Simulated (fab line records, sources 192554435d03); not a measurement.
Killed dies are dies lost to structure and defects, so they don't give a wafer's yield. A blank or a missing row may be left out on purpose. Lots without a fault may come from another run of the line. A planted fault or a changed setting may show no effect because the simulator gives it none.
Chamber matching | flow n5_finfet | N5_PASSIVATION_PECVD_35 on pecvd-01: 3 sister chambers
The step deposits SiNx from SiH4/NH3/N2, target thk 700 nm, time 151.3 s. 6 wafers are shown with their chamber, then 7 later ones without.

WAFERS WITH THEIR CHAMBER
wafer  | chamber | throttle_valve_pct (%) | showerhead_plenum_p_Torr (Torr)
L083.5 | 2       | 27.7                   | 8.55
L088.2 | 1       | 26.6                   | 8.66
L088.4 | 1       | 26.4                   | 8.66
L088.5 | 0       | 31.2                   | 8.64
L089.4 | 2       | 28.1                   | 8.55
L089.5 | 0       | 30.9                   | 8.65

WAFERS WITHOUT THEIR CHAMBER
wafer  | throttle_valve_pct (%) | showerhead_plenum_p_Torr (Torr)
L089.6 | 26.9                   | 8.65
L093.2 | 27.0                   | 8.66
L093.3 | 31.3                   | 8.64
L093.5 | 31.1                   | 8.65
L094.1 | 26.5                   | 8.66
L094.5 | 28.0                   | 8.57
L094.6 | 26.9                   | 8.64

WHICH CHAMBER EACH WENT THROUGH
wafer  | from the rows above | in truth
L089.6 | 1                   | 1
L093.2 | 1                   | 1
L093.3 | 0                   | 0
L093.5 | 0                   | 0
L094.1 | 1                   | 1
L094.5 | 2                   | 2
L094.6 | 1                   | 1
Placed correctly: 7 of 7. Can't be placed from these rows: 0. Placed wrongly: 0.
How it was worked out, from the rows above alone: a wafer's distance from a chamber is the root of the sum, over the readings, of the square of ((its reading less the chamber's mean) divided by the reading's scatter). The wafer belongs to the nearest chamber; if the next one is less than 2 further off, it can't be placed. A chamber's mean is the mean of its shown wafers. The scatter: the root of (the sum of the squares of (reading less its chamber's mean) over the shown wafers, divided by (wafers less chambers)).
